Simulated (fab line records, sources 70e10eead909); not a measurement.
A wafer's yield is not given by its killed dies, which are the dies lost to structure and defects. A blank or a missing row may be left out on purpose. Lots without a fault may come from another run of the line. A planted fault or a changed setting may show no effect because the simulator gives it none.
Struck lot and sound lot, side by side + flow nandHarc + 14 out of 1159 route steps
Sound: these wafers, L408.2, L408.3, L408.6. Wafers struck: L407.1, L407.3, L407.6. The cause is given at the end.
For every step that has rows: the tool of each side, followed by ch and its chambers, followed by its first start. Under that, the readings that differ: sound wafers + struck wafers + difference of the means + sigmas: that difference in standard deviations of wafers without a fault.
alike: same words and numbers on both sides, and readings whose means sit less than 2 such deviations apart. not compared: any withheld reading, any reading some wafer has no value for, any bound like >300 that may hide the same value, and any number with overlapping values for which the record gives no deviation.
The two part at a step that has a row with sigmas, a row that says differs or no value, or rows on one side only. When numbers do not overlap yet have no deviation, they are printed without sigmas and do not part them. Lack of a reading on every wafer of one side parts them only where that side has two or more wafers.

NHARC_THIN_TSV_CMP_01: polishes.
  sound on cmp-01 ch 1,2, day 22 17:19; struck on cmp-01 ch 1,2,3, day 21 10:16
  alike: motorCurrentA, retainingRingPressureFrac
NHARC_THIN_TSV_THK_MEAS_02: measures by ir.
  struck on filmMetro-02, day 21 10:30; sound on filmMetro-02, day 22 17:34
  alike: thkNm
then, 3 steps without rows for these wafers: NHARC_THIN_TSV_SRD_03; NHARC_THIN_TSV_PRECLEAN_41 (cleans in SC1); NHARC_THIN_TSV_SRD_42.
NHARC_THIN_TSV_DEP_43: deposits SiO2, target thk 1328.5 nm.
  sound on pecvd-03 ch 0,1, day 22 18:02; struck on pecvd-01 ch 0,2, day 21 10:52
  alike: throttleValvePct
then, 6 steps without rows for these wafers: NHARC_THIN_TSV_DEHYDRATE_04 (time 120 s); NHARC_THIN_TSV_HMDS_05 (time 30 s); NHARC_THIN_TSV_COAT_06; NHARC_THIN_TSV_SOFTBAKE_07 (time 95 s); NHARC_THIN_TSV_EBR_08; NHARC_THIN_TSV_EXPOSE_09 (exposes mask TSV).
NHARC_THIN_TSV_PEB_10: peb time 85 s.
  struck on lithoTrack-02, day 21 11:29; sound on lithoTrack-02 ch 0, day 22 18:44
  no value came back on the struck wafers for chillPlateTempC (C), exhaustPa (Pa), heaterPowerTotalW (W); on the sound wafers chillPlateTempC (C) reads 23.22 23.09 23.02
then, 1 step without rows for these wafers: NHARC_THIN_TSV_DEVELOP_11 (time 70 s).

== WHERE THEY PART ==
Only at NHARC_THIN_TSV_PEB_10, as far as this record shows.

WHY: whatever the simulator had introduced
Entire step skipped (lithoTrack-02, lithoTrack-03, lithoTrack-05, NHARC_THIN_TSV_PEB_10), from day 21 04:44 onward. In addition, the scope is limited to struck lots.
